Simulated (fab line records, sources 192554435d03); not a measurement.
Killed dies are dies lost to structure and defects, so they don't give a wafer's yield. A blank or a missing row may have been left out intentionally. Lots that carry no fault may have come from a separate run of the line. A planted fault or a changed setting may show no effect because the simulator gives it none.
fab line records	flow n5-finfet
record lots=5	wafers=15	last-day=17
route steps=1938 shown BEOL_M3@943 BEOL_M4@1111 PASSIVATION@1936
lots that met no fault: taken from a fault-free run of the same line
start-h: hours from the record's first day to the start of the lot's first wafer shown	wait-h: time in hours since the lot's previous step	" same as the row above	L1.1+2: one row covering several wafers at once	- either no value or no given start	* or withheld: withheld	< > ~ a bound
route shown NAME@n: a module of which the file shows steps, and the number in the route of the first	usual: mean/standard deviation taken from wafers without a fault	same: alike in all rows	chamber/n: place in a boat	sites: each site's reading	_std_site: standard deviation across them	_edge_site: outer sites' mean less inner sites'	radius-mm: for every site, how far away it sits from the centre of the wafer	mask NAME#n: copy n	behind: tool/chamber where the wafer was last shaped	hold: cause of the lot's hold/its duration in hours/its outcome	device: the n, p or np transistor that did not switch	end of line: the route-end tests of the same wafers	where a step has no rows: the recipe by itself	killed: the dies lost at the first sort to structure and to defects; this is not the yield of the wafer	map: dies across one wafer; x = killed, . = not, _ = none there
set.NAME: the setting as run; set.NAME@STEP: as run at that earlier step	model.NAME: the simulator's own value behind a step, which no gauge read
certain route steps with their lots: each step a table, each wafer a row
services: the hour from which a tool's chamber was out of use, counted from the record's first day as start-h (under 0 if before that day), plus the number of hours and why
## steps
# step N5_BEOL_M3_DEVELOP_10
# recipe develop-time-s=30	developer=TMAH	resist=CAR-EUV	rinse-liquid=surfactant-rinse	dry=air-spin	dev-temp-c=23
# step N5_BEOL_M3_DESCUM_16
# recipe chemistry=O2	time-s=7	source-power-w=50	bias-power-w=20	pressure-mtorr=20	rf-frequency-hz=2.712e+07	temp-c=40	resist=CAR-EUV	o2-flow-sccm=225
# step N5_BEOL_M3_ETCH_74
# recipe chemistry=N2/H2	target=underlayer	target-depth-a=65	mask-material=CAR-EUV	time-s=5.2	ion-energy-ev=200	pressure-mtorr=30	source-w=840	bias-w=150	n2-flow-sccm=200	h2-flow-sccm=200	ends=cleared
# step N5_BEOL_M3_ETCH_63
# recipe chemistry=CF4	target=SiARC	target-depth-a=156	mask-material=CAR-EUV	time-s=26	ion-energy-ev=80	pressure-mtorr=40	source-w=545	bias-w=36	Ar_flow_sccm=100	cf4-flow-sccm=100	ends=cleared
# step N5_BEOL_M3_ETCH_64
# recipe chemistry=N2/H2	target=SOC	target-depth-a=750	overetch-a=150	mask-material=SiARC	temp-c=40	time-s=112.5	ion-energy-ev=200	pressure-mtorr=30	source-w=840	bias-w=150	n2-flow-sccm=200	h2-flow-sccm=200
# step N5_BEOL_M3_STRIP_65
# recipe chemistry=N2/H2	temp-c=40	n2-flow-sccm=200	h2-flow-sccm=200	rf-frequency-hz=6e+07
# step N5_BEOL_M3_STRIP_75
# recipe chemistry=N2/H2	temp-c=40	n2-flow-sccm=200	h2-flow-sccm=200	rf-frequency-hz=6e+07
# step N5_BEOL_M3_STRIP_66
# recipe chemistry=CF4	resist=SiARC	power-w=300	bias-power-w=75	pressure-mtorr=50	cf4-flow-sccm=150	rf-frequency-hz=6e+07
# step N5_BEOL_M3_HM_OPEN_17
# recipe chemistry=Cl2/BCl3	target-depth-a=200	overetch-a=60	target=TiN	mask-material=SOC	ion-energy-ev=150	pressure-mtorr=10	icp-w=1000	bias-w=126	Cl2_flow_sccm=53.25	bcl3-flow-sccm=21.75	Ar_flow_sccm=25
# step N5_BEOL_M3_STRIP_19
# recipe chemistry=O2	power-w=400	temp-c=40	pressure-mtorr=30	rf-frequency-hz=6e+07	bias-power-w=0	overash-fraction=0.2	o2-flow-sccm=225
# usual bias-power-w=0/0	chamber-pressure-mTorr=30.00/0.039	drypump-motor-current-A=5.7/0.45	oes-product-au=0.78/0.061	rf-vpp-V=3.7/0.49	showerhead-plenum-p-Torr=2.09/0.072	throttle-valve-pct=16.62/0.18
lot.wafer	tool	chamber	start-h	wait-h	bias-power-w	chamber-pressure-mTorr	drypump-motor-current-A	oes-product-au	rf-hours-counter-h	rf-vpp-V	showerhead-plenum-p-Torr	throttle-valve-pct	model.SOC_of_BEOL_M3_COAT_61.thk-nm
L466.2	rie-diel-03	3	201.64	0.1	-	-	-	-	-	-	-	-	52.2
L466.4	"	2	"	"	-	-	-	-	-	-	-	-	52.2
L466.5	"	2	"	"	-	-	-	-	-	-	-	-	52
L468.1	rie-diel-06	2	202.35	0.1	-	-	-	-	-	-	-	-	52.4
L468.4	"	0	"	"	-	-	-	-	-	-	-	-	52.2
L468.6	"	0	"	"	-	-	-	-	-	-	-	-	52.4
L470.2	rie-diel-06	3	205.78	0.1	-	-	-	-	-	-	-	-	52
L470.4	"	1	"	"	-	-	-	-	-	-	-	-	51.6
L470.5	"	0	"	"	-	-	-	-	-	-	-	-	52
L474.3	rie-diel-03	2	249.08	0.2	0	29.99	6.1	0.74	187	3.0	1.99	16.39	0
L474.4	"	1	"	"	0	29.95	5.4	0.86	61	3.5	2.03	16.40	0
L474.6	"	3	"	"	0	30.01	5.1	0.81	-	3.7	2.20	16.65	0
L477.1	rie-diel-06	1	254.81	0.6	0	30.04	5.5	0.77	141	4.5	1.93	16.79	0
L477.2	"	2	"	"	0	30.00	6.0	0.75	131	2.6	2.12	16.96	0
L477.4	"	3	"	"	0	29.96	5.7	0.73	178	3.3	2.15	16.59	0
# step N5_BEOL_M3_COAT_67
# recipe resist=SOC	temp-c=250	time-s=60	spin-rpm=1500	resist-thk-nm=60
# step N5_BEOL_M3_COAT_68
# recipe resist=SiARC	temp-c=220	time-s=60	spin-rpm=1500	resist-thk-nm=12
# step N5_BEOL_M3_COAT_76
# recipe resist=underlayer	temp-c=205	time-s=60	spin-rpm=1500	resist-thk-nm=5
# step N5_BEOL_M3_COAT_22
# recipe resist=CAR-EUV	spin-rpm=1500	resist-thk-nm=30
# step N5_BEOL_M3_EBR_24
# recipe solvent=PGMEA	ebr-width-mm=1.5
# step N5_BEOL_M3_SOFTBAKE_23
# recipe temp-c=110	time-s=60	resist=CAR-EUV
# step N5_BEOL_M3_EXPOSE_25
# recipe mask-id=V2	na=0.33	source-shape=quasar	sigma-inner=0.2	sigma-outer=0.8	polarization=unpolarized	defocus-nm=5	dose-mj=63
# step N5_BEOL_M3_PEB_26
# recipe peb-temp-c=100	peb-time-s=60	resist=CAR-EUV
# step N5_BEOL_M3_DEVELOP_27
# recipe develop-time-s=30	developer=TMAH	resist=CAR-EUV	rinse-liquid=surfactant-rinse	dry=air-spin	dev-temp-c=23
# step N5_BEOL_M3_DESCUM_33
# recipe chemistry=O2	time-s=7	source-power-w=50	bias-power-w=20	pressure-mtorr=20	rf-frequency-hz=2.712e+07	temp-c=40	resist=CAR-EUV	o2-flow-sccm=225
# step N5_BEOL_M3_ETCH_77
# recipe chemistry=N2/H2	target=underlayer	target-depth-a=65	mask-material=CAR-EUV	time-s=5.2	ion-energy-ev=200	pressure-mtorr=30	source-w=840	bias-w=150	n2-flow-sccm=200	h2-flow-sccm=200	ends=cleared
# step N5_BEOL_M3_ETCH_69
# recipe chemistry=CF4	target=SiARC	target-depth-a=156	mask-material=CAR-EUV	time-s=26	ion-energy-ev=80	pressure-mtorr=40	source-w=545	bias-w=36	Ar_flow_sccm=100	cf4-flow-sccm=100	ends=cleared
# step N5_BEOL_M3_ALD_98
# recipe material=SiO2	target-thk-a=25	temp-c=100	ald-precursor-family=BDEAS	ald-co-reactant=O2-plasma	pulse-time-s=1	co-reactant-pulse-time-s=1	purge-time-s=2	co-reactant-purge-time-s=2	ald-cycles=17	pressure-torr=2
# step N5_BEOL_M3_ETCHBACK_99
# recipe chemistry=CHF3	target=SiO2	target-depth-a=50	time-s=10.4	source-w=215	bias-w=47	Ar_flow_sccm=200	CHF3_flow_sccm=12	ion-energy-ev=100	pressure-mtorr=30
# step N5_BEOL_M3_ETCH_70
# recipe chemistry=N2/H2	target=SOC	target-depth-a=800	overetch-a=160	mask-material=SiARC	temp-c=40	time-s=120	ion-energy-ev=200	pressure-mtorr=30	source-w=840	bias-w=150	n2-flow-sccm=200	h2-flow-sccm=200
# usual drypump-motor-current-A=5.7/0.49	n2-flow-sccm=200.0/0.56	oes-product-au=0.60/0.045	rf-vpp-V=523.4/2.5	showerhead-plenum-p-Torr=2.53/0.083	throttle-valve-pct=17.75/0.23
lot.wafer	tool	chamber	start-h	wait-h	drypump-motor-current-A	n2-flow-sccm	oes-product-au	rf-hours-counter-h	rf-vpp-V	showerhead-plenum-p-Torr	throttle-valve-pct	model.etch.depth-nm
L466.2	rie-diel-05	1	207.04	0.0	6.5	199.4	0.92	11	523.2	2.49	17.62	97.38
L466.4	"	3	"	"	6.1	200.0	0.77	156	522.1	2.55	17.91	95.91
L466.5	"	1	"	"	6.5	199.2	0.92	-	521.5	2.49	17.59	96.83
L468.1	rie-diel-05	2	210.20	0.0	4.8	199.6	0.86	58	522.9	2.58	17.56	96.98
L468.4	"	1	"	"	6.5	200.0	0.92	12	522.6	2.49	17.61	96.97
L468.6	"	0	"	"	5.6	199.9	0.69	-	522.4	2.51	17.97	91.57
L470.2	rie-diel-06	2	214.96	0.0	6.0	199.8	0.76	120	523.8	2.56	18.16	94.29
L470.4	"	3	"	"	5.7	199.2	0.73	167	527.0	2.63	17.73	93.16
L470.5	"	1	"	"	5.5	199.8	0.79	-	518.5	2.36	18.10	97.03
L474.3	rie-diel-06	0	262.68	0.0	5.9	200.8	0.56	187	526.7	2.65	17.69	60.06
L474.4	"	1	"	"	5.5	200.7	0.59	143	517.5	2.35	18.10	59.94
L474.6	"	0	"	"	5.9	200.3	0.56	-	525.3	2.65	17.68	59.97
L477.1	rie-diel-05	3	262.75	0.0	6.1	201.1	0.57	175	522.6	2.54	17.93	60.19
L477.2	"	1	"	"	6.5	200.2	0.67	30	523.3	2.48	17.63	59.98
L477.4	"	0	"	"	5.6	199.8	0.54	229	522.1	2.50	17.96	59.99
# step N5_BEOL_M3_STRIP_71
# recipe chemistry=N2/H2	temp-c=40	n2-flow-sccm=200	h2-flow-sccm=200	rf-frequency-hz=6e+07
# step N5_BEOL_M3_STRIP_78
# recipe chemistry=N2/H2	temp-c=40	n2-flow-sccm=200	h2-flow-sccm=200	rf-frequency-hz=6e+07
# step N5_BEOL_M3_VIA_ETCH_34
# recipe chemistry=C4F6/O2	target-depth-a=694	mask-material=SOC	pressure-mtorr=15	ion-energy-ev=250	taper-deg=4	time-s=65.9	source-w=350	bias-w=170	Ar_flow_sccm=300	C4F6_flow_sccm=10	O2_flow_sccm=10
# step N5_BEOL_M3_STRIP_83
# recipe chemistry=C4F6/O2	resist=SiARC	rf-frequency-hz=6e+07
# step N5_BEOL_M3_STRIP_36
# recipe chemistry=N2/H2	power-w=450	temp-c=40	pressure-mtorr=20	rf-frequency-hz=6e+07	overash-fraction=0.3	bias-power-w=7	h2-frac=0.5	n2-flow-sccm=200	h2-flow-sccm=200
# step N5_BEOL_M3_TRENCH_ETCH_37
# recipe chemistry=C4F6/O2	target-depth-a=555.55	target=SiOC	time-s=29.2	ion-energy-ev=250	pressure-mtorr=30	source-w=355	bias-w=185	Ar_flow_sccm=300	C4F6_flow_sccm=10	O2_flow_sccm=10
# step N5_BEOL_M3_ETCH_41
# recipe chemistry=CH3F/O2	target=SiCN	target-depth-a=299	taper-deg=2	time-s=52.5	ion-energy-ev=120	mask-material=TiN	pressure-mtorr=30	source-w=395	bias-w=75	Ar_flow_sccm=150	CH3F_flow_sccm=30	O2_flow_sccm=20
# usual CH3F_flow_sccm=29.98/0.088	drypump-motor-current-A=5.7/0.48	oes-product-au=0.78/0.063	rf-vpp-V=297.0/1.4	showerhead-plenum-p-Torr=1.99/0.068	throttle-valve-pct=16.26/0.15
lot.wafer	tool	chamber	start-h	wait-h	CH3F_flow_sccm	drypump-motor-current-A	oes-product-au	rf-hours-counter-h	rf-vpp-V	showerhead-plenum-p-Torr	throttle-valve-pct	model.SOC_of_BEOL_M3_COAT_61.thk-nm
L466.2	rie-diel-05	1	-	-	29.81	6.5	0.90	11	297.2	1.96	16.08	35.6
L466.4	"	3	"	"	30.14	6.1	0.71	156	296.8	2.00	16.25	35.8
L466.5	"	1	"	"	29.93	6.5	0.89	-	295.7	1.96	16.09	35.6
L468.1	rie-diel-05	2	-	-	30.07	4.8	0.83	58	298.8	2.05	16.22	35.8
L468.4	"	1	"	"	29.96	6.5	0.89	12	296.5	1.96	16.07	35.8
L468.6	"	0	"	"	30.07	5.6	0.44	-	296.2	1.97	16.44	36.8
L470.2	rie-diel-06	2	-	-	30.03	6.0	0.65	120	297.4	2.02	16.54	35.8
L470.4	"	3	"	"	29.95	5.7	0.60	167	298.4	2.09	16.35	35
L470.5	"	1	"	"	29.96	5.5	0.78	-	295.7	1.84	16.33	34.8
L474.3	rie-diel-06	0	-	-	30.05	5.9	0.73	187	298.5	2.06	16.15	0
L474.4	"	1	"	"	30.01	5.6	0.79	143	294.2	1.83	16.37	0
L474.6	"	0	"	"	29.98	5.9	0.74	-	299.3	2.06	16.14	0
L477.1	rie-diel-05	3	-	-	29.99	6.1	0.74	175	297.5	1.99	16.30	0
L477.2	"	1	"	"	30.07	6.5	0.87	30	296.9	1.96	16.10	0
L477.4	"	0	"	"	30.02	5.6	0.68	229	295.9	1.97	16.50	0
# step N5_BEOL_M3_STRIP_97
# recipe chemistry=N2/H2	time-s=10	power-w=450	temp-c=40	pressure-mtorr=20	rf-frequency-hz=6e+07	bias-power-w=7	n2-flow-sccm=200	h2-flow-sccm=200
# step N5_BEOL_M3_HM_STRIP_39
# recipe chemistry=peroxide-tin-strip	material=TiN	target-depth-a=250	temp-c=50	time-s=158
# step N5_BEOL_M4_RC_MEAS_101
# usual DIBL_N=36.7/1.8	DIBL_P=37.0/2.4	IOFF_N=0.17/0.036	IOFF_P=0.22/0.042	ION_N=673/12	ION_P=462/8.5	SS_N=71.7/0.62	SS_P=73.4/0.65	VT_N=250/3.7	VT_P=-250/3.7
lot.wafer	tool	chamber	start-h	wait-h	DIBL_N[mV/V]	DIBL_P[mV/V]	IOFF_N[nA/um]	IOFF_P[nA/um]	ION_N[uA/um]	ION_P[uA/um]	SS_N[mV/dec]	SS_P[mV/dec]	VT_N[mV]	VT_P[mV]
L474.3	prober-01	0	280.53	0.3	39.1	41.4	0.23	0.28	696	470	72.7	74.9	245	-249
L474.4	"	0	"	"	35.6	36.4	0.15	0.18	664	452	72.0	73.4	252	-254
L474.6	"	0	"	"	34.9	35.6	0.14	0.18	665	453	71.6	73.1	252	-257
L477.1	prober-02	0	282.67	0.0	41.1	42.3	0.28	0.34	690	472	72.6	74.6	242	-242
L477.2	"	0	"	"	37.4	39.0	0.19	0.27	685	476	71.9	73.4	242	-244
L477.4	"	0	"	"	40.6	43.1	0.30	0.37	707	482	72.6	74.9	239	-240
# step N5_PASSIVATION_PROBE_49
# usual defect-limited-yield=91.1/1.4	killed_at_M0_to_M3=32/9.3	killed_at_M4_up=13/5.8	killed-at-contacts=12/6.3	killed-at-front-end=44/12	killed-at-other=3.6/2.7	killed-dies=104/17	killed-on-rim=14/3.9	killed-open=69/13	killed-short=34/6.9	sort_bin_4_leakage=0.00/0.031	sort_bin_5_function=5.2/0.98	sort_bin_6_memory=3.3/0.59	sort-n-pass=1075/17	sort-yield-pct=91.1/1.4
# same gross-dies=1180	killed-at-back-side=0	sort_bin_8_speed[%]=0
lot.wafer	tool	chamber	start-h	wait-h	defect-limited-yield[%]	killed_at_M0_to_M3	killed_at_M4_up	killed-at-contacts	killed-at-front-end	killed-at-other	killed-dies	killed-on-rim	killed-open	killed-short	sort_bin_4_leakage[%]	sort_bin_5_function[%]	sort_bin_6_memory[%]	sort-n-pass	sort-yield-pct[%]
L466.2	prober-01	-	336.58	0.1	0	1073	14	14	76	3	1180	152	91	43	0	96.0	3.6	0	0
L466.4	prober-01	-	336.68	0.2	0	1093	12	10	62	3	1180	152	76	40	0	95.7	3.7	0	0
L466.5	prober-01	-	336.73	0.2	0	1110	11	13	44	2	1180	152	71	33	0	96.0	3.5	0	0
L468.1	prober-01	-	341.09	0.0	0	1107	13	4	51	5	1180	152	73	28	0	96.5	3.1	0	0
L468.4	prober-01	-	341.24	0.2	0	1105	2	7	62	4	1180	152	55	35	0	96.9	2.9	0	0
L468.6	prober-01	-	341.34	0.3	0	1112	12	10	40	6	1180	152	65	22	0	96.9	2.9	0	0
L470.2	prober-01	-	345.13	0.1	0	1079	20	30	50	1	1180	152	89	45	0	95.3	4.4	0	0
L470.4	prober-01	-	345.23	0.2	0	1055	15	44	62	4	1180	152	110	48	0	94.7	4.7	0	0
L470.5	prober-01	-	345.28	0.2	0	1103	17	18	42	0	1180	152	72	32	0	95.9	3.6	0	0
# killed by level:class
L466.2 BEOL_M3:area-etch=1045 STI_FIN_REVEAL:geometric-particle:open=26 MOL_CONTACT_COAG:geometric-particle:open=9 BEOL_M2:geometric-particle:open=9 FIN_SAQP:geometric-particle:open=8 STI_FIN_REVEAL:geometric-particle:short=8 FIN_SAQP:geometric-particle:short=7 DUMMY_GATE:geometric-particle:open=5
L466.4 BEOL_M3:area-etch=1061 STI_FIN_REVEAL:geometric-particle:open=20 FIN_SAQP:geometric-particle:open=11 FIN_SAQP:geometric-particle:short=8 STI_FIN_REVEAL:geometric-particle:short=8 MOL_CONTACT_COAG:geometric-particle:open=8 BEOL_M0_SAQP:geometric-particle:short=8 BEOL_M4:geometric-particle:open=6
L466.5 BEOL_M3:area-etch=1072 STI_FIN_REVEAL:geometric-particle:open=15 BEOL_M2:geometric-particle:open=13 MOL_CONTACT_COAG:geometric-particle:open=9 BEOL_M0_SAQP:geometric-particle:short=9 FIN_SAQP:geometric-particle:open=5 STI_FIN_REVEAL:geometric-particle:short=4 SPACER0:geometric-particle:short=4
L468.1 BEOL_M3:area-etch=1077 STI_FIN_REVEAL:geometric-particle:open=16 BEOL_M2:geometric-particle:open=10 FIN_SAQP:geometric-particle:open=7 GATE_CUT:geometric-particle:short=7 STI_FIN_REVEAL:geometric-particle:short=5 BEOL_M0_SAQP:geometric-particle:short=5 ILD0:geometric-particle:open=4
L468.4 BEOL_M3:area-etch=1089 FIN_SAQP:geometric-particle:open=16 FIN_SAQP:geometric-particle:short=14 STI_FIN_REVEAL:geometric-particle:open=7 GATE_CUT:geometric-particle:open=7 DUMMY_GATE:geometric-particle:open=5 MOL_CONTACT_COAG:geometric-particle:open=5 BEOL_M2:geometric-particle:open=4
L468.6 BEOL_M3:area-etch=1092 MOL_CONTACT_COAG:geometric-particle:open=9 STI_FIN_REVEAL:geometric-particle:open=8 GATE_CUT:geometric-particle:short=8 DUMMY_GATE:geometric-particle:open=7 GATE_CUT:geometric-particle:open=5 BEOL_M0:geometric-particle:open=5 BEOL_M4:geometric-particle:open=4
L470.2 BEOL_M3:area-etch=1046 MOL_CONTACT_COAG:geometric-particle:open=24 FIN_SAQP:geometric-particle:open=14 BEOL_M4:geometric-particle:open=14 BEOL_M2:geometric-particle:open=13 FIN_SAQP:geometric-particle:short=12 BEOL_M0_SAQP:geometric-particle:short=7 MOL_CONTACT_COAG:geometric-particle:short=6
L470.4 BEOL_M3:area-etch=1022 MOL_CONTACT_COAG:geometric-particle:open=31 STI_FIN_REVEAL:geometric-particle:open=16 FIN_SAQP:geometric-particle:open=14 BEOL_M2:geometric-particle:open=13 MOL_CONTACT_COAG:geometric-particle:short=13 BEOL_M4:geometric-particle:open=10 FIN_SAQP:geometric-particle:short=8
L470.5 BEOL_M3:area-etch=1076 BEOL_M2:geometric-particle:open=16 MOL_CONTACT_COAG:geometric-particle:open=15 FIN_SAQP:geometric-particle:short=8 BEOL_M4:geometric-particle:open=7 GATE_CUT:geometric-particle:short=7 DUMMY_GATE:geometric-particle:open=5 GATE_CUT:geometric-particle:open=5
# map L466.2 (x killed, . not)
_________________xxxxxxxxxxxx________________
______________xxxxxxxxxxxxxxxxxx_____________
___________xxxxxxxxxxxxxxxxxxxxxxxx__________
__________xxxxxxxxxxxxxxxxxxxxxxxxxx_________
________xxxxxxxxxxxxxxxxxxxxxxxxxxxxxx_______
_______xxxxxxxxxxxxxxxxxxxxxxxxxxxxxxxx______
______xxxxxxxxxxxxxxxxxxxxxxxxxxxxxxxxxx_____
_____xxxxxxxxxxxxxxxxxxxxxxxxxxxxxxxxxxxx____
____xxxxxxxxxxxxxxxxxxxxxxxxxxxxxxxxxxxxxx___
___xxxxxxxxxxxxxxxxxxxxxxxxxxxxxxxxxxxxxxxx__
___xxxxxxxxxxxxxxxxxxxxxxxxxxxxxxxxxxxxxxxx__
__xxxxxxxxxxxxxxxxxxxxxxxxxxxxxxxxxxxxxxxxxx_
__xxxxxxxxxxxxxxxxxxxxxxxxxxxxxxxxxxxxxxxxxx_
_xxxxxxxxxxxxxxxxxxxxxxxxxxxxxxxxxxxxxxxxxxxx
_xxxxxxxxxxxxxxxxxxxxxxxxxxxxxxxxxxxxxxxxxxxx
_xxxxxxxxxxxxxxxxxxxxxxxxxxxxxxxxxxxxxxxxxxxx
_xxxxxxxxxxxxxxxxxxxxxxxxxxxxxxxxxxxxxxxxxxxx
_xxxxxxxxxxxxxxxxxxxxxxxxxxxxxxxxxxxxxxxxxxxx
_xxxxxxxxxxxxxxxxxxxxxxxxxxxxxxxxxxxxxxxxxxxx
_xxxxxxxxxxxxxxxxxxxxxxxxxxxxxxxxxxxxxxxxxxxx
_xxxxxxxxxxxxxxxxxxxxxxxxxxxxxxxxxxxxxxxxxxxx
__xxxxxxxxxxxxxxxxxxxxxxxxxxxxxxxxxxxxxxxxxx_
__xxxxxxxxxxxxxxxxxxxxxxxxxxxxxxxxxxxxxxxxxx_
___xxxxxxxxxxxxxxxxxxxxxxxxxxxxxxxxxxxxxxxx__
___xxxxxxxxxxxxxxxxxxxxxxxxxxxxxxxxxxxxxxxx__
____xxxxxxxxxxxxxxxxxxxxxxxxxxxxxxxxxxxxxx___
_____xxxxxxxxxxxxxxxxxxxxxxxxxxxxxxxxxxxx____
______xxxxxxxxxxxxxxxxxxxxxxxxxxxxxxxxxx_____
_______xxxxxxxxxxxxxxxxxxxxxxxxxxxxxxxx______
________xxxxxxxxxxxxxxxxxxxxxxxxxxxxxx_______
__________xxxxxxxxxxxxxxxxxxxxxxxxxx_________
___________xxxxxxxxxxxxxxxxxxxxxxxx__________
______________xxxxxxxxxxxxxxxxxx_____________
_________________xxxxxxxxxxxx________________
# map L468.1 (x killed, . not)
_________________xxxxxxxxxxxx________________
______________xxxxxxxxxxxxxxxxxx_____________
___________xxxxxxxxxxxxxxxxxxxxxxxx__________
__________xxxxxxxxxxxxxxxxxxxxxxxxxx_________
________xxxxxxxxxxxxxxxxxxxxxxxxxxxxxx_______
_______xxxxxxxxxxxxxxxxxxxxxxxxxxxxxxxx______
______xxxxxxxxxxxxxxxxxxxxxxxxxxxxxxxxxx_____
_____xxxxxxxxxxxxxxxxxxxxxxxxxxxxxxxxxxxx____
____xxxxxxxxxxxxxxxxxxxxxxxxxxxxxxxxxxxxxx___
___xxxxxxxxxxxxxxxxxxxxxxxxxxxxxxxxxxxxxxxx__
___xxxxxxxxxxxxxxxxxxxxxxxxxxxxxxxxxxxxxxxx__
__xxxxxxxxxxxxxxxxxxxxxxxxxxxxxxxxxxxxxxxxxx_
__xxxxxxxxxxxxxxxxxxxxxxxxxxxxxxxxxxxxxxxxxx_
_xxxxxxxxxxxxxxxxxxxxxxxxxxxxxxxxxxxxxxxxxxxx
_xxxxxxxxxxxxxxxxxxxxxxxxxxxxxxxxxxxxxxxxxxxx
_xxxxxxxxxxxxxxxxxxxxxxxxxxxxxxxxxxxxxxxxxxxx
_xxxxxxxxxxxxxxxxxxxxxxxxxxxxxxxxxxxxxxxxxxxx
_xxxxxxxxxxxxxxxxxxxxxxxxxxxxxxxxxxxxxxxxxxxx
_xxxxxxxxxxxxxxxxxxxxxxxxxxxxxxxxxxxxxxxxxxxx
_xxxxxxxxxxxxxxxxxxxxxxxxxxxxxxxxxxxxxxxxxxxx
_xxxxxxxxxxxxxxxxxxxxxxxxxxxxxxxxxxxxxxxxxxxx
__xxxxxxxxxxxxxxxxxxxxxxxxxxxxxxxxxxxxxxxxxx_
__xxxxxxxxxxxxxxxxxxxxxxxxxxxxxxxxxxxxxxxxxx_
___xxxxxxxxxxxxxxxxxxxxxxxxxxxxxxxxxxxxxxxx__
___xxxxxxxxxxxxxxxxxxxxxxxxxxxxxxxxxxxxxxxx__
____xxxxxxxxxxxxxxxxxxxxxxxxxxxxxxxxxxxxxx___
_____xxxxxxxxxxxxxxxxxxxxxxxxxxxxxxxxxxxx____
______xxxxxxxxxxxxxxxxxxxxxxxxxxxxxxxxxx_____
_______xxxxxxxxxxxxxxxxxxxxxxxxxxxxxxxx______
________xxxxxxxxxxxxxxxxxxxxxxxxxxxxxx_______
__________xxxxxxxxxxxxxxxxxxxxxxxxxx_________
___________xxxxxxxxxxxxxxxxxxxxxxxx__________
______________xxxxxxxxxxxxxxxxxx_____________
_________________xxxxxxxxxxxx________________
## services
tool	chamber	start-h	hours	kind
rie-diel-06	-	190.75	2.8	pm
rie-diel-05	0	192.21	5.8	repair
rie-diel-05	-	195.70	0.7	repair
rie-diel-03	2	225.59	2.0	repair
rie-diel-05	0	241.22	3.8	repair
## key
first-sign step=N5_BEOL_M3_STRIP_19	reading=tool-record	direction=missing
effect step=N5_BEOL_M3_ETCH_70	reading=oes-product-au	direction=up	sigmas=4.8	usual=0.60	struck=0.82
effect step=N5_PASSIVATION_PROBE_49	reading=killed_at_M0_to_M3	direction=up	sigmas=99+	usual=32	struck=1093
model-effect step=N5_BEOL_M3_STRIP_19	value=SOC_of_BEOL_M3_COAT_61.thk-nm	without=0	struck=52.11
model-effect step=N5_BEOL_M3_ETCH_70	value=etch.depth-nm	without=59.99	struck=95.57
model-effect step=N5_BEOL_M3_ETCH_41	value=SOC_of_BEOL_M3_COAT_61.thk-nm	without=0	struck=35.67
more-kills-born-at N5_BEOL_M3_ETCH_70@rie-diel-05=6436	N5_BEOL_M3_ETCH_70@rie-diel-06=3144
met-at N5_BEOL_M3_STRIP_19
struck-wafers L466.2,L466.4,L466.5,L468.1,L468.4,L468.6,L470.2,L470.4,L470.5
later-rows-left-out L466.2,L466.4,L466.5,L468.1,L468.4,L468.6,L470.2,L470.4,L470.5
fault kind=skipped-step-whole	tool=rie-diel-03,rie-diel-06	chamber=-	onset-h=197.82	steps=N5_BEOL_M3_STRIP_19	scope=struck-lots-only
# later-rows-left-out: the simulator's readings of these wafers behind a module that went badly wrong aren't trusted and aren't shown, but for the sort
